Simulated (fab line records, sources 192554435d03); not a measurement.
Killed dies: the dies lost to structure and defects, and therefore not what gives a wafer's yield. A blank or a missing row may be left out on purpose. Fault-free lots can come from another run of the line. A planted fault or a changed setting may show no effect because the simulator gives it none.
A struck lot beside a sound one ; flow n5_finfet ; 15 steps out of a route of 1938
Sound: wafers L736.2, L736.4, L736.6. Struck: wafer L735.2. (L735.4 of the same lot was not struck and is left out.) The cause comes at the end.
For every step that has rows: the tool of each side, followed by ch and its chambers, followed by its first start. Under that, the readings that differ: sound wafers ; struck wafers ; difference of the means ; sigmas: that difference in standard deviations of wafers without a fault.
alike: words and numbers the same on both sides, and readings whose means are apart by under 2 such deviations; not compared: readings that were withheld, readings missing a value for some wafer, numbers with overlapping values and no deviation given by the record, and bounds like >300 which may hide the same value.
The two part at a step that has a row with sigmas, a row that says differs or no value, or rows on one side only. Numbers that have no deviation but don't overlap get no sigmas and don't part them. A reading missing from all wafers of one side parts the sides only when that side holds two or more wafers.

N5_BEOL_M11_CURE_72: cures SiCOH lowk, time 120 s.
  sound on uv_cure-02 ch 2, day 15 08:55; struck on uv_cure-03 ch 0, day 15 08:42
  alike: lamp_power_pct, wafer_temp_C_max
then, 1 step without rows for these wafers: N5_BEOL_M11_DEGAS_44 (time 60 s).
N5_BEOL_M11_PRE_CLEAN_45: time 30 s.
  sound on pvd_sputter-02, day 15 10:35; struck on pvd_sputter-02, day 15 10:18
  alike: heater_power_w, susceptor_temp_C
N5_BEOL_M11_ALD_74: deposits TaN, target thk 2 nm, pulse time 2 s, purge time 3 s.
  sound on ald_metal-02 ch 1,2, day 15 10:38; struck on ald_metal-02 ch 0, day 15 10:22
reading;sound;struck;difference;sigmas
heater_power_w (W);477 444 430;351;-99;-3
  alike: susceptor_temp_C
N5_BEOL_M11_SURFACE_TREAT_76:
  sound on pvd_sputter-03, day 15 10:58; struck on pvd_sputter-03, day 15 10:39
  not compared: throttle_valve_pct
then, 4 steps without rows for these wafers: N5_BEOL_M11_CVD_75 (deposits Co from CCTBA/H2, target thk 2 nm, time 138.9 s); N5_BEOL_M11_SPUTTER_48 (material Cu, target thk 12 nm, time 2 s); N5_BEOL_M11_ECD_50 (material Cu, target thk 318 nm); N5_BEOL_M11_ANNEAL_51 (time 90 s).
N5_BEOL_M11_CMP_52: polishes, stops on SiCOH lowk, t overpolish 7 s, target thk 140 nm.
  sound on cmp-04 ch 0,1,3, day 15 11:52; struck on cmp-04 ch 3, day 15 11:41
  alike: barrier_field_endpoint_s, motor_current_A, overpolish_run_s, platen_rpm, time_to_endpoint_s
N5_BEOL_M11_THK_MEAS_53: measures by xrf.
  sound on film_metro-01, day 15 12:08; struck on film_metro-02, day 15 11:54
reading;sound;struck;difference;sigmas
M11_THK (nm);145.8 137.6 147.5;134.0;-9.6;-3
then, 1 step without rows for these wafers: N5_BEOL_M11_PRE_CLEAN_55 (time 15 s).
N5_BEOL_M11_DEP_56: deposits SiCN from 3MS/NH3, target thk 30 nm, time 10.5 s.
  sound on pecvd-02 ch 0,1,2, day 15 12:11; struck on pecvd-01 ch 2, day 15 11:58
reading;sound;struck;difference;sigmas
model.SiCN_of_BEOL_M11_DEP_56.thk_nm (nm);29.6 31.4 31;34;+3;
  alike: showerhead_plenum_p_Torr, throttle_valve_pct
N5_BEOL_M11_RS_MEAS_57: measures by four-point-probe.
  sound on film_metro-02, day 15 12:15; struck on film_metro-02, day 15 12:02
reading;sound;struck;difference;sigmas
M11_RS (ohm/sq);0.147 0.157 0.146;0.158;+0.008;+2
next, for these wafers, 1 step has no rows: N5_PASSIVATION_PROBE_49.

WHERE THEY PART
At N5_BEOL_M11_ALD_74 first; at N5_BEOL_M11_RS_MEAS_57 last (within this record only).

WHY: whatever the simulator had introduced
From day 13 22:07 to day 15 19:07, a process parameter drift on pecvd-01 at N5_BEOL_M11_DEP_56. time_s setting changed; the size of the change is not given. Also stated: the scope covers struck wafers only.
